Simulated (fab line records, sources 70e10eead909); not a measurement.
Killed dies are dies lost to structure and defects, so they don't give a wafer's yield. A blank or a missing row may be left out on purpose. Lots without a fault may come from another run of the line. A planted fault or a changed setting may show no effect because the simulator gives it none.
Chamber matching | flow nand_harc | NHARC_A_CHANNEL_FILL_D2_ETCHBACK_20 on rie_diel-05: 4 sister chambers
The step etches the open film in C4F8/O2/Ar, target depth 27 nm, time 13.5 s. 8 wafers are shown with their chamber, then 12 later ones without.

WAFERS WITH THEIR CHAMBER
wafer  | chamber | rf_vpp_V (V) | oes_product_au (a.u.)
L085.1 | 0       | 984          | 1.005
L085.6 | 1       | 975          | 1.006
L086.2 | 2       | 973          | 0.950
L086.4 | 3       | 983          | 0.971
L086.6 | 2       | 975          | 0.949
L089.2 | 0       | 985          | 0.924
L089.4 | 3       | 984          | 1.012
L089.5 | 1       | 976          | 0.988

WAFERS WITHOUT THEIR CHAMBER
wafer  | rf_vpp_V (V) | oes_product_au (a.u.)
L090.1 | 983          | 1.031
L090.2 | 976          | 0.996
L090.3 | 985          | 1.001
L092.1 | 988          | 0.995
L092.3 | 973          | 0.980
L092.5 | 971          | 0.986
L094.1 | 972          | 0.999
L094.4 | 986          | 1.006
L094.5 | 986          | 1.000
L096.4 | 975          | 1.002
L096.5 | 972          | 0.995
L096.6 | 983          | 1.014

WHICH CHAMBER EACH WENT THROUGH
wafer  | from the rows above     | in truth
L090.1 | can't be placed: 3 or 0 | 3
L090.2 | 1                       | 1
L090.3 | can't be placed: 0 or 3 | 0
L092.1 | can't be placed: 0 or 3 | 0
L092.3 | can't be placed: 2 or 1 | 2
L092.5 | can't be placed: 2 or 1 | 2
L094.1 | can't be placed: 2 or 1 | 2
L094.4 | can't be placed: 0 or 3 | 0
L094.5 | can't be placed: 0 or 3 | 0
L096.4 | can't be placed: 1 or 2 | 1
L096.5 | can't be placed: 2 or 1 | 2
L096.6 | can't be placed: 3 or 0 | 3
Placed correctly: 1 of 12. Can't be placed from these rows: 11 (the true chamber is among the candidates in 11). Placed wrongly: 0.
How it was worked out, from the rows above alone: a wafer's distance from a chamber is the root of the sum, over the readings, of the square of ((its reading less the chamber's mean) divided by the reading's scatter). The wafer belongs to the nearest chamber; if the next one is less than 2 further off, it can't be placed. A chamber's mean is the mean of its shown wafers. The scatter: the root of (the sum of the squares of (reading less its chamber's mean) over the shown wafers, divided by (wafers less chambers)).
